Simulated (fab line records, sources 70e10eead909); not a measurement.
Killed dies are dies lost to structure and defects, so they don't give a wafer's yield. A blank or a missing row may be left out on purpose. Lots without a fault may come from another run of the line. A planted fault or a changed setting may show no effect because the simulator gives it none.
fab line records | flow nand_harc
record lots=24 wafers=72 last_day=25
route steps=1159 shown A_WL_FILL@829 A_CONTACT@855
lots that met no fault: from a run of the same line without faults
start_h: hours from the record's first day to the start of the lot's first wafer shown | wait_h: hours since the lot's step before | " the same as in the row above | L1.1+2: a row that stands for several wafers | - no value, or no start given | * or withheld: withheld | < > ~ a bound
route shown NAME@n: a module of which the file shows steps, and the number in the route of the first | usual: mean/standard deviation of fault-free wafers | same: alike in all rows | chamber/n: place in a boat | sites: the reading at each site | _std_site: their standard deviation | _edge_site: outer sites' mean less inner sites' | radius_mm: how far each site lies from the wafer's centre | mask NAME#n: copy n | behind: the tool/chamber that last shaped the wafer | hold: why the lot was held/for how many hours/how that ended | device: the transistor (n, p or np) that didn't switch | end of line: the same wafers' tests at the end of the route | a step without rows: its recipe alone | killed: dies lost to structure and defects at the first sort, not the wafer's yield | map: a wafer's dies, x killed, . not, _ none there
set.NAME: the setting as run; set.NAME@STEP: as run at that earlier step | model.NAME: the simulator's own value behind a step, which no gauge read
steps of the route over a sample of lots; a table a step, a row a wafer
services: from which hour (start_h, from the record's first day; less than 0 if before it) a tool's chamber was out of use, for how many hours, and why
## steps
# step NHARC_A_WL_FILL_ETCHBACK_26
# recipe target_depth_a=520 time_s=13.3 hbr_flow_sccm=150 rf_w=350 icp_w=350 bias_w=60 chemistry=HBr
# usual drypump_motor_current_A=5.7/0.3 oes_product_au=0.999/0.0092 throttle_valve_pct=23.266/0.0082
# columns lot.wafer tool chamber start_h wait_h drypump_motor_current_A oes_product_au rf_hours_counter_h throttle_valve_pct
L074.4 rie_si-03 3 362.48 0.4 5.9 1.006 0.1 23.265
L074.5 " 2 " " 5.7 1.000 - 23.254
L074.6 " 3 " " 5.9 1.007 - 23.263
L078.2 rie_si-03 2 365.42 0.4 5.7 1.001 0.2 23.269
L078.6 " 2 " " 5.6 0.988 - 23.256
L078.5 " 3 " " 5.9 0.992 - 23.266
L075.3 rie_si-04 3 365.44 0.4 5.4 0.995 0.6 23.269
L075.5 " 0 " " 6.2 0.987 - 23.259
L075.6 " 1 " " 6.0 1.001 - 23.273
L076.1 rie_si-03 3 368.55 0.4 5.9 1.000 0.2 23.263
L076.6 " 3 " " 5.9 1.021 - 23.278
L076.4 " 0 " " 5.3 0.991 - 23.286
L077.1 rie_si-03 3 375.63 0.4 5.9 1.017 0.2 23.261
L077.3 " 1 " " 6.0 0.999 0.2 23.274
L077.5 " 3 " " 5.9 1.010 - 23.285
L079.2 rie_si-05 0 386.72 0.4 5.7 1.006 1.1 23.253
L079.1 " 1 " " 5.8 0.986 1.1 23.259
L079.6 " 0 " " 5.7 0.995 - 23.267
L081.3 rie_si-03 1 394.58 0.4 6.0 1.000 0.3 23.267
L081.4 " 2 " " 5.7 1.007 0.4 23.257
L081.6 " 1 " " 6.0 1.011 - 23.272
L080.3 rie_si-04 3 404.16 0.4 5.4 0.998 0.9 23.259
L080.1 " 0 " " 6.2 0.979 0.9 23.255
L080.2 " 2 " " 5.0 0.987 0.7 23.267
L082.1 rie_si-05 2 410.71 0.4 5.7 1.007 1.1 23.277
L082.4 " 0 " " 5.7 1.007 1.3 23.265
L082.5 " 3 " " 6.1 0.983 - 23.263
L083.4 rie_si-04 0 418.46 0.4 6.2 0.992 1.1 23.263
L083.2 " 2 " " 5.0 0.991 0.8 23.252
L083.5 " 0 " " 6.1 0.995 - 23.259
L084.4 rie_si-03 3 418.48 0.4 5.9 1.010 0.5 23.266
L084.1 " 0 " " 5.4 0.985 0.6 23.254
L084.5 " 3 " " 5.9 0.996 - 23.289
L088.4 rie_si-05 0 444.43 0.4 5.7 1.000 0.1 23.269
L088.6 " 0 " " 5.7 0.996 - 23.268
L088.5 " 1 " " 5.7 1.016 - 23.267
L086.1 rie_si-03 0 444.44 0.4 5.3 1.005 0.7 23.263
L086.2 " 1 " " 6.1 1.002 0.8 23.255
L086.3 " 2 " " 5.7 1.001 0.8 23.276
L087.5 rie_si-04 3 444.48 0.4 5.4 0.998 - 23.269
L087.4 " 0 " " 6.2 0.982 - 23.273
L087.6 " 2 " " 5.0 0.987 - 23.266
L085.4 rie_si-03 1 457.54 0.4 6.0 1.001 0.9 23.254
L085.5 " 1 " " 6.0 0.995 - 23.268
L085.6 " 2 " " 5.7 0.989 - 23.271
L093.3 rie_si-03 2 461.58 0.4 5.7 1.004 1.0 23.258
L093.1 " 0 " " 5.4 1.010 0.9 23.261
L093.2 " 1 " " 6.0 1.008 0.9 23.262
L090.4 rie_si-05 0 461.58 0.4 5.7 0.990 0.3 23.261
L090.2 " 3 " " 6.1 0.994 0.3 23.267
L090.5 " 0 " " 5.7 0.994 - 23.263
L091.2 rie_si-05 3 465.89 0.4 6.1 0.999 0.3 23.277
L091.4 " 0 " " 5.7 0.986 0.4 23.265
L091.6 " 0 " " 5.7 0.984 - 23.271
L095.4 rie_si-03 2 465.89 0.4 5.7 0.993 1.0 23.272
L095.2 " 1 " " 6.0 0.997 0.9 23.263
L095.6 " 3 " " 5.9 1.012 - 23.271
L092.2 rie_si-03 3 474.07 0.4 5.9 1.012 1.0 23.243
L092.3 " 0 " " 5.3 1.015 0.9 23.266
L092.6 " 3 " " 5.9 1.016 - 23.249
L089.3 rie_si-05 3 474.08 0.4 6.1 0.999 0.3 23.274
L089.1 " 0 " " 5.7 0.987 0.4 23.266
L089.6 " 3 " " 6.1 0.993 - 23.254
L094.4 rie_si-05 0 477.42 0.4 5.7 0.992 0.4 23.258
L094.1 " 1 " " 5.7 0.999 0.4 23.271
L094.6 " 0 " " 5.7 0.988 - 23.266
L097.2 rie_si-05 0 485.82 0.4 5.7 0.988 0.5 23.272
L097.1 " 3 " " 6.1 0.991 0.4 23.275
L097.6 " 1 " " 5.8 1.004 - 23.268
L096.3 rie_si-04 3 485.82 0.4 5.4 0.985 0.2 23.273
L096.2 " 2 " " 5.0 0.992 0.3 23.260
L096.5 " 0 " " 6.2 0.999 - 23.262
# step NHARC_A_WL_FILL_CVD_20
# recipe target_thk_a=750 temp_c=300 pressure_torr=40 wf6_flow_sccm=40 h2_flow_sccm=1600 ar_flow_sccm=1560 time_s=5064 material=W
# usual heater_power_w=502/59 mfc_ar_sccm=1560/5.1 throttle_valve_pct=7.89/0.21
# columns lot.wafer tool chamber start_h wait_h heater_power_w mfc_ar_sccm since_wet_clean_h throttle_valve_pct
L074.4 cvd_w-01 1 - - 524 1564 - 8.07
L074.6 " 0 " " 588 1557 - 7.68
L074.5 " 1 " " 515 1563 - 8.18
L078.2 cvd_w-02 1 - - 429 1565 157 7.95
L078.5 " 1 " " 419 1567 - 8.04
L078.6 " 0 " " 469 1560 - 8.07
L075.3 cvd_w-01 1 - - 524 1562 - 8.27
L075.5 " 0 " " 569 1558 - 7.79
L075.6 " 1 " " 550 1567 - 8.24
L076.1 cvd_w-01 1 - - 542 1556 69 8.03
L076.4 " 1 " " 536 1561 - 8.09
L076.6 " 1 " " 529 1563 - 8.14
L077.1 cvd_w-01 0 - - 584 1559 77 7.75
L077.3 " 0 " " 588 1555 - 7.80
L077.5 " 1 " " 541 1571 - 8.10
L079.2 cvd_w-01 0 - - 584 1558 82 7.81
L079.1 " 1 " " 518 1560 83 7.96
L079.6 " 0 " " 580 1562 - 8.00
L081.4 cvd_w-02 1 - - 428 1562 - 7.64
L081.3 " 0 " " 474 1566 - 7.91
L081.6 " 0 " " 464 1561 - 7.89
L080.1 cvd_w-01 0 - - 587 1566 95 7.82
L080.2 " 1 " " 534 1542 95 7.98
L080.3 " 0 " " 590 1561 - 7.66
L082.1 cvd_w-02 0 - - 461 1561 22 7.82
L082.4 " 1 " " 434 1569 - 7.66
L082.5 " 1 " " 433 1568 - 8.02
L084.1 cvd_w-02 1 - - 427 1561 29 7.52
L084.4 " 0 " " 469 1558 - 7.65
L084.5 " 0 " " 463 1561 - 7.61
L083.2 cvd_w-01 0 - - 566 1567 109 7.88
L083.4 " 1 " " 534 1562 - 8.14
L083.5 " 1 " " 511 1555 - 8.30
L086.2 cvd_w-02 0 - - 476 1553 58 7.85
L086.1 " 1 " " 435 1558 59 7.81
L086.3 " 0 " " 458 1559 - 7.95
L088.4 cvd_w-01 1 - - 537 1556 - 8.08
L088.5 " 1 " " 521 1569 - 8.55
L088.6 " 0 " " 586 1557 - 7.85
L087.4 cvd_w-01 0 - - 603 1559 - 7.98
L087.6 " 0 " " 592 1554 - 7.94
L087.5 " 1 " " 532 1563 - 8.22
L085.4 cvd_w-02 1 - - 425 1563 - 7.68
L085.5 " 1 " " 431 1558 - 7.75
L085.6 " 0 " " 457 1561 - 7.83
L090.2 cvd_w-01 0 - - 595 1561 152 7.92
L090.4 " 0 " " 569 1567 - 7.71
L090.5 " 1 " " 524 1558 - 8.36
L093.2 cvd_w-02 0 - - 464 1567 74 7.66
L093.1 " 1 " " 424 1563 75 7.85
L093.3 " 1 " " 427 1556 - 7.75
L091.2 cvd_w-02 0 - - 458 1561 82 7.84
L091.4 " 0 " " 467 1557 - 7.91
L091.6 " 0 " " 466 1558 - 7.89
L095.2 cvd_w-01 0 - - 594 1551 163 8.13
L095.4 " 1 " " 539 1562 - 8.11
L095.6 " 0 " " 580 1568 - 7.77
L092.2 cvd_w-02 1 - - 426 1556 87 7.55
L092.3 " 0 " " 450 1564 - 7.80
L092.6 " 1 " " 445 1560 - 7.78
L089.1 cvd_w-01 1 - - 532 1564 167 8.25
L089.3 " 0 " " 578 1568 - 7.94
L089.6 " 1 " " 534 1569 - 8.35
L094.1 cvd_w-02 0 - - 455 1564 93 7.90
L094.4 " 0 " " 464 1562 - 7.77
L094.6 " 1 " " 432 1559 - 7.99
L097.1 cvd_w-02 0 - - 475 1558 99 7.97
L097.2 " 1 " " 423 1560 99 7.72
L097.6 " 1 " " 430 1560 - 7.76
L096.2 cvd_w-02 1 - - 431 1563 103 7.29
L096.3 " 1 " " 429 1552 - 7.54
L096.5 " 1 " " 428 1554 - 7.80
# step NHARC_A_CONTACT_OVL_MEAS_43
# usual overlay_x_nm=-0.1/0.86 overlay_y_nm=0.0/0.73
# columns lot.wafer tool chamber start_h wait_h overlay_x_nm overlay_y_nm
L074.4 overlay-01 - 375.54 - 0.6 0.2
L074.5 " - " " 0.7 0.8
L074.6 " - " " 1.4 0.5
L078.2 overlay-02 - 377.51 - 1.6 0.1
L078.5 " - " " 0.9 0.5
L078.6 " - " " 1.3 -0.1
L075.3 overlay-01 - 381.67 - 0.9 -0.1
L075.5 " - " " 1.1 -0.2
L075.6 " - " " 1.0 -0.2
L076.1 overlay-01 - 388.17 - 0.8 0.2
L076.4 " - " " 0.3 0.3
L076.6 " - " " 0.0 -0.1
L077.1 overlay-01 - 396.59 - -0.1 -1.0
L077.3 " - " " -0.1 -0.8
L077.5 " - " " 0.0 -0.7
L079.1 overlay-01 - 401.97 - -0.5 -0.5
L079.2 " - " " -0.3 -0.2
L079.6 " - " " -0.4 -0.4
L081.3 overlay-01 - 407.40 - 0.6 1.0
L081.4 " - " " 0.7 0.7
L081.6 " - " " 0.7 0.9
L080.1 overlay-02 - 414.14 - -1.0 -0.1
L080.2 " - " " -1.8 -0.5
L080.3 " - " " -1.7 -0.9
L082.1 overlay-01 - 422.11 - -0.1 -0.7
L082.4 " - " " -0.1 -1.2
L082.5 " - " " 0.3 -0.3
L084.1 overlay-02 - 428.02 - 0.4 -0.5
L084.4 " - " " 0.5 -0.2
L084.5 " - " " 0.9 0.0
L083.2 overlay-01 - 428.34 - -0.3 0.0
L083.4 " - " " -0.4 -0.3
L083.5 " - " " -0.5 -0.2
L088.4 overlay-02 - 457.27 - -0.6 0.0
L088.5 " - " " -0.9 0.2
L088.6 " - " " -0.5 0.6
L086.1 overlay-01 - 458.14 - 0.1 -1.1
L086.2 " - " " 0.2 -0.5
L086.3 " - " " 0.5 -0.9
L087.4 overlay-01 - 461.58 - -0.6 0.8
L087.5 " - " " -0.7 0.7
L087.6 " - " " -0.5 0.3
L085.4 overlay-01 - 470.41 - 0.2 0.0
L085.5 " - " " 0.0 0.3
L085.6 " - " " 0.2 0.7
L090.2 overlay-01 - 471.53 - -0.1 0.3
L090.4 " - " " -0.4 0.6
L090.5 " - " " 0.0 0.2
L093.1 overlay-01 - 473.74 - 1.1 -0.7
L093.2 " - " " 0.4 -0.6
L093.3 " - " " 0.6 -1.2
L091.2 overlay-01 - 482.62 - -0.6 -1.5
L091.4 " - " " 0.1 -1.6
L091.6 " - " " -0.6 -1.7
L095.2 overlay-01 - 484.81 - 1.2 -0.1
L095.4 " - " " 1.3 0.4
L095.6 " - " " 0.5 0.5
L092.2 overlay-01 - 490.80 - -0.5 0.7
L092.3 " - " " 0.6 0.7
L092.6 " - " " -0.2 0.7
L089.1 overlay-02 - 490.95 - 0.6 -0.4
L089.3 " - " " 0.1 -0.3
L089.6 " - " " 0.2 -0.4
L094.1 overlay-01 - 496.11 - -1.1 -1.1
L094.4 " - " " -1.0 -0.7
L094.6 " - " " -1.1 -0.8
L097.1 overlay-01 - 501.45 - -1.6 1.6
L097.2 " - " " -1.2 1.6
L097.6 " - " " -1.9 1.0
L096.2 overlay-02 - 505.22 - -1.2 0.8
L096.3 " - " " -2.0 0.9
L096.5 " - " " -2.0 0.8
# step NHARC_A_CONTACT_ETCH_49
# recipe target_depth_a=2600 over_etch_frac=0.3 time_s=475.3 ion_energy_ev=200 n2_flow_sccm=150 h2_flow_sccm=150 ar_flow_sccm=0 rf_w=400 bias_w=150 chemistry=N2/H2
# usual drypump_motor_current_A=5.7/0.38 mfc_ar_sccm=0.006/0.009 n2_flow_sccm=149.9/0.49 oes_product_au=1.001/0.0085 rf_vpp_V=431.3/2.4 showerhead_plenum_p_Torr=2.07/0.082 throttle_valve_pct=14.170/0.0091
# columns lot.wafer tool chamber start_h wait_h drypump_motor_current_A mfc_ar_sccm n2_flow_sccm oes_product_au rf_hours_counter_h rf_vpp_V showerhead_plenum_p_Torr throttle_valve_pct
L074.4 rie_diel-03 2 - - 5.4 0.016 150.6 0.994 26 432.6 2.11 14.175
L074.5 " 2 " " 5.4 0.016 151.0 0.988 - 432.0 2.11 14.170
L074.6 " 3 " " 6.4 0 150.7 0.989 - 432.5 2.11 14.172
L078.2 rie_diel-03 0 - - 5.4 0 149.7 0.997 26 426.8 1.91 14.170
L078.5 " 1 " " 5.5 0.025 148.8 0.998 - 434.6 2.18 14.174
L078.6 " 2 " " 5.4 0.016 150.4 0.987 - 433.5 2.11 14.159
L075.3 rie_diel-03 2 - - 5.4 0.016 150.2 0.981 28 432.4 2.11 14.173
L075.5 " 2 " " 5.4 0.016 149.8 0.986 - 432.0 2.11 14.185
L075.6 " 3 " " 6.3 0 150.2 1.002 - 433.1 2.11 14.181
L076.4 rie_diel-11 3 - - 5.9 0 149.0 1.005 4 432.5 2.08 14.173
L076.1 " 0 " " 5.3 0 149.5 1.001 3 429.5 2.02 14.150
L076.6 " 0 " " 5.3 0 149.7 1.007 - 428.5 2.02 14.179
L077.3 rie_diel-11 1 - - 5.5 0.007 149.2 1.001 6 432.1 2.07 14.180
L077.1 " 0 " " 5.3 0 150.4 1.015 6 430.4 2.02 14.178
L077.5 " 2 " " 6.1 0 150.5 1.008 - 433.7 2.17 14.172
L079.2 rie_diel-03 0 - - 5.4 0 150.0 0.997 0 427.6 1.91 14.160
L079.1 " 3 " " 6.4 0 150.0 1.003 0 433.7 2.11 14.177
L079.6 " 1 " " 5.6 0.025 149.5 0.998 - 434.0 2.18 14.160
L081.4 rie_diel-04 3 - - 6.1 0 149.2 1.013 44 430.5 2.04 14.172
L081.3 " 1 " " 5.0 0 149.3 0.995 45 429.5 2.00 14.177
L081.6 " 2 " " 5.6 0 150.3 0.993 - 427.6 1.97 14.151
L080.1 rie_diel-03 0 - - 5.4 0 150.2 0.995 2 427.9 1.91 14.187
L080.2 " 2 " " 5.4 0.016 148.7 0.991 1 432.1 2.11 14.165
L080.3 " 3 " " 6.3 0 149.0 1.006 1 431.8 2.11 14.183
L082.4 rie_diel-11 3 - - 5.9 0 149.8 0.999 17 431.5 2.08 14.186
L082.1 " 1 " " 5.5 0.007 149.9 1.004 16 431.1 2.07 14.165
L082.5 " 2 " " 6.1 0 150.4 1.006 - 435.7 2.17 14.171
L084.1 rie_diel-03 1 - - 5.5 0.025 150.4 1.004 2 432.5 2.18 14.180
L084.4 " 3 " " 6.4 0 148.9 0.993 4 432.8 2.11 14.159
L084.5 " 1 " " 5.5 0.025 150.7 0.994 - 433.6 2.18 14.157
L083.4 rie_diel-04 0 - - 5.9 0.013 148.8 1.011 54 431.2 2.07 14.177
L083.2 " 2 " " 5.6 0 150.3 1.001 55 428.0 1.97 14.163
L083.5 " 1 " " 5.0 0 151.1 1.006 - 428.0 2.00 14.176
L088.4 rie_diel-03 1 - - 5.6 0.025 151.0 1.000 7 433.9 2.17 14.162
L088.6 " 2 " " 5.4 0.016 149.3 0.992 - 433.1 2.11 14.181
L088.5 " 3 " " 6.3 0 149.1 1.010 - 433.0 2.11 14.174
L086.1 rie_diel-04 0 - - 6.0 0.013 149.8 1.019 63 432.5 2.07 14.177
L086.2 " 2 " " 5.6 0 149.1 1.013 65 428.3 1.96 14.163
L086.3 " 3 " " 6.1 0 149.5 1.012 63 431.1 2.04 14.168
L087.4 rie_diel-11 1 - - 5.6 0.007 150.6 0.999 26 430.1 2.07 14.168
L087.5 " 2 " " 6.0 0 149.9 1.015 - 432.5 2.17 14.179
L087.6 " 3 " " 5.9 0 149.3 1.010 - 432.3 2.07 14.165
L085.4 rie_diel-03 0 - - 5.4 0 149.8 0.989 11 426.6 1.91 14.160
L085.5 " 1 " " 5.6 0.025 149.9 0.999 - 433.0 2.17 14.153
L085.6 " 2 " " 5.4 0.016 150.0 0.985 - 433.4 2.11 14.172
L090.2 rie_diel-11 1 - - 5.5 0.007 149.9 1.013 30 432.4 2.07 14.174
L090.4 " 2 " " 6.1 0 149.9 1.017 31 433.4 2.16 14.177
L090.5 " 2 " " 6.1 0 149.8 1.004 - 434.3 2.16 14.167
L093.3 rie_diel-03 0 - - 5.4 0 149.5 0.985 12 427.7 1.91 14.153
L093.1 " 2 " " 5.4 0.016 150.2 0.981 12 432.6 2.11 14.178
L093.2 " 3 " " 6.4 0 150.4 1.003 12 430.8 2.11 14.197
L091.2 rie_diel-03 2 - - 5.4 0.016 150.0 0.987 13 432.4 2.11 14.167
L091.6 " 2 " " 5.4 0.016 149.5 0.993 - 431.4 2.11 14.160
L091.4 " 0 " " 5.4 0 149.9 0.998 - 426.8 1.91 14.171
L095.4 rie_diel-11 1 - - 5.5 0.007 149.3 1.013 38 431.1 2.06 14.166
L095.2 " 3 " " 5.8 0 150.2 1.008 39 432.8 2.07 14.159
L095.6 " 1 " " 5.5 0.007 150.4 1.007 - 431.3 2.06 14.173
L092.2 rie_diel-03 0 - - 5.4 0 149.6 1.005 16 426.9 1.91 14.158
L092.3 " 1 " " 5.5 0.025 149.3 1.005 12 434.8 2.17 14.156
L092.6 " 0 " " 5.4 0 149.9 0.996 - 427.0 1.91 14.173
L089.3 rie_diel-11 1 - - 5.5 0.007 150.0 1.006 39 430.4 2.06 14.170
L089.1 " 0 " " 5.3 0 150.3 1.000 42 428.4 2.01 14.177
L089.6 " 1 " " 5.5 0.007 150.3 0.999 - 431.2 2.06 14.170
L094.1 rie_diel-04 0 - - 6.0 0.013 149.3 0.997 9 431.8 2.06 14.169
L094.4 " 2 " " 5.6 0 150.1 0.978 8 427.2 1.96 14.159
L094.6 " 1 " " 5.0 0 150.0 1.006 - 429.9 1.99 14.179
L097.1 rie_diel-03 1 - - 5.6 0.025 150.1 1.009 14 434.9 2.17 14.164
L097.2 " 3 " " 6.4 0 150.5 0.997 17 431.9 2.10 14.178
L097.6 " 1 " " 5.5 0.025 150.4 1.013 - 434.2 2.17 14.175
L096.3 rie_diel-04 3 - - 6.2 0 150.0 1.006 13 430.6 2.03 14.172
L096.2 " 1 " " 5.0 0 150.6 1.000 11 429.9 1.99 14.171
L096.5 " 2 " " 5.7 0 150.3 1.001 - 429.5 1.96 14.184
# step NHARC_A_CONTACT_DEP_58
# recipe target_thk_a=600 target_thk_nm=60 temp_c=400 pressure_torr=3.5 flow_sccm=200 rf_w=350 material=SiON
# usual heater_power_w=768/130
# columns lot.wafer tool chamber start_h wait_h heater_power_w since_wet_clean_h
L074.6 pecvd-03 1 383.97 0.3 672 -
L074.5 " 2 " " 813 -
L074.4 " 0 " " 607 -
L078.2 pecvd-03 0 384.62 1.3 581 80
L078.5 " 1 " " 733 -
L078.6 " 2 " " 838 -
L075.3 pecvd-03 0 387.87 1.0 642 83
L075.5 " 0 " " 658 -
L075.6 " 1 " " 659 -
L076.1 pecvd-03 1 394.38 1.5 719 89
L076.4 " 1 " " 715 -
L076.6 " 0 " " 706 -
L077.1 pecvd-03 2 402.97 1.7 839 98
L077.3 " 1 " " 685 98
L077.5 " 2 " " 838 -
L079.2 pecvd-04 1 408.07 1.2 836 18
L079.1 " 0 " " 874 18
L079.6 " 0 " " 891 -
L081.3 pecvd-04 2 415.95 0.9 646 26
L081.4 " 0 " " 889 -
L081.6 " 2 " " 651 -
L080.2 pecvd-03 0 421.37 1.2 644 116
L080.3 " 1 " " 747 116
L080.1 " 2 " " 810 116
L082.1 pecvd-03 2 432.60 1.5 786 128
L082.4 " 2 " " 795 -
L082.5 " 1 " " 680 -
L084.1 pecvd-04 2 434.99 1.5 747 45
L084.5 " 1 " " 780 -
L084.4 " 2 " " 771 -
L083.2 pecvd-03 0 435.44 1.2 611 130
L083.4 " 0 " " 609 -
L083.5 " 2 " " 771 -
L088.6 pecvd-01 2 463.51 0.1 814 -
L088.5 " 0 " " 629 -
L088.4 " 1 " " 1018 -
L086.3 pecvd-03 1 464.24 0.9 619 159
L086.2 " 2 " " 746 159
L086.1 " 0 " " 737 159
L087.6 pecvd-04 2 469.82 0.1 663 -
L087.4 " 0 " " 870 -
L087.5 " 1 " " 792 -
L085.6 pecvd-01 1 477.87 0.1 1178 -
L085.4 " 2 " " 773 -
L085.5 " 0 " " 602 -
L090.2 pecvd-01 0 481.03 1.2 672 50
L090.4 " 0 " " 676 -
L090.5 " 1 " " 1155 -
L093.2 pecvd-04 2 484.60 1.2 671 95
L093.1 " 0 " " 868 95
L093.3 " 1 " " 863 95
L091.2 pecvd-04 1 493.68 1.2 877 104
L091.4 " 1 " " 890 -
L091.6 " 2 " " 745 -
L095.2 pecvd-04 2 495.22 1.2 696 105
L095.4 " 0 " " 839 -
L095.6 " 2 " " 716 -
L092.2 pecvd-04 1 500.97 1.2 762 111
L092.3 " 2 " " 709 111
L092.6 " 1 " " 782 -
L089.3 pecvd-01 0 502.37 0.9 612 71
L089.1 " 1 " " 1136 71
L089.6 " 0 " " 634 -
L094.1 pecvd-04 1 505.97 1.5 863 116
L094.4 " 2 " " 704 -
L094.6 " 0 " " 751 -
L097.1 pecvd-03 2 510.57 1.5 729 25
L097.2 " 0 " " 649 25
L097.6 " 1 " " 758 -
L096.2 pecvd-01 1 512.18 1.2 1139 81
L096.3 " 2 " " 671 -
L096.5 " 2 " " 672 -
# step NHARC_A_CONTACT_CD_MEAS_69
# recipe target_cd_nm=200 landing_energy_ev=500
# usual cd_nm=199.9/0.44
# columns lot.wafer tool chamber start_h wait_h cd_nm
L074.4 cd_sem-03 0 384.49 - 199.4
L074.5 " 0 " " 199.5
L074.6 " 0 " " 199.1
L078.2 cd_sem-02 0 385.22 - 200.2
L078.5 " 0 " " 200.6
L078.6 " 0 " " 200.6
L075.3 cd_sem-02 0 388.47 - 199.5
L075.5 " 0 " " 199.7
L075.6 " 0 " " 199.5
L076.1 cd_sem-02 0 395.11 - 199.8
L076.4 " 0 " " 199.3
L076.6 " 0 " " 199.6
L077.1 cd_sem-01 0 403.56 - 200.5
L077.3 " 0 " " 200.3
L077.5 " 0 " " 200.7
L079.1 cd_sem-01 0 408.67 - 199.8
L079.2 " 0 " " 199.7
L079.6 " 0 " " 200.1
L081.3 cd_sem-03 0 416.50 - 200.1
L081.4 " 0 " " 200.4
L081.6 " 0 " " 199.9
L080.1 cd_sem-01 0 422.10 - 199.6
L080.2 " 0 " " 200.4
L080.3 " 0 " " 199.1
L082.1 cd_sem-01 0 433.19 - 199.8
L082.4 " 0 " " 200.4
L082.5 " 0 " " 200.1
L084.1 cd_sem-03 0 435.66 - 199.9
L084.4 " 0 " " 200.2
L084.5 " 0 " " 199.6
L083.2 cd_sem-03 0 436.16 - 199.8
L083.4 " 0 " " 199.8
L083.5 " 0 " " 200.2
L088.4 cd_sem-02 0 464.16 - 199.8
L088.5 " 0 " " 200.0
L088.6 " 0 " " 199.8
L086.1 cd_sem-02 0 464.83 - 199.8
L086.2 " 0 " " 199.5
L086.3 " 0 " " 200.1
L087.4 cd_sem-01 0 470.46 - 199.4
L087.5 " 0 " " 199.6
L087.6 " 0 " " 199.7
L085.4 cd_sem-02 0 478.52 - 200.3
L085.5 " 0 " " 199.8
L085.6 " 0 " " 199.5
L090.2 cd_sem-02 0 481.72 - 199.6
L090.4 " 0 " " 199.3
L090.5 " 0 " " 199.8
L093.1 cd_sem-01 0 485.32 - 200.0
L093.2 " 0 " " 199.4
L093.3 " 0 " " 199.8
L091.2 cd_sem-03 0 494.42 - 200.9
L091.4 " 0 " " 199.8
L091.6 " 0 " " 200.1
L095.2 cd_sem-03 0 495.89 - 200.1
L095.4 " 0 " " 199.9
L095.6 " 0 " " 199.8
L092.2 cd_sem-01 0 501.69 - 200.6
L092.3 " 0 " " 199.7
L092.6 " 0 " " 200.6
L089.1 cd_sem-01 0 503.06 - 200.5
L089.3 " 0 " " 200.1
L089.6 " 0 " " 200.7
L094.1 cd_sem-03 0 506.69 - 199.6
L094.4 " 0 " " 199.6
L094.6 " 0 " " 199.5
L097.1 cd_sem-02 0 511.27 - 200.0
L097.2 " 0 " " 199.4
L097.6 " 0 " " 200.0
L096.2 cd_sem-02 0 512.99 - 200.9
L096.3 " 0 " " 200.7
L096.5 " 0 " " 200.4
## services
# columns tool chamber start_h hours kind
rie_diel-03 0 347.00 - clean
rie_si-04 0 347.07 4.6 repair
rie_diel-11 3 350.25 3.7 repair
rie_si-03 1 363.22 7.3 repair
pecvd-04 - 377.01 13.0 pm
cvd_w-02 - 377.86 13.0 pm
rie_si-05 3 390.97 3.2 repair
rie_si-05 1 395.90 6.4 repair
rie_diel-11 2 399.95 2.8 repair
rie_si-05 3 402.22 5.4 repair
rie_diel-03 1 413.39 7.9 repair
rie_si-05 - 416.00 9.0 pm
pecvd-01 - 418.14 13.0 pm
rie_si-04 1 433.70 25.6 repair
pecvd-01 1 440.65 8.3 repair
rie_diel-11 1 442.47 8.3 repair
rie_si-04 - 453.00 9.0 pm
rie_diel-04 - 466.06 9.0 pm
rie_si-05 0 467.81 2.4 repair
pecvd-03 - 473.00 13.0 pm
cvd_w-01 - 481.37 13.0 pm
rie_diel-04 - 491.98 0.2 repair
pecvd-01 0 508.29 8.7 repair
rie_si-03 - 509.00 9.0 pm
## key
fault none
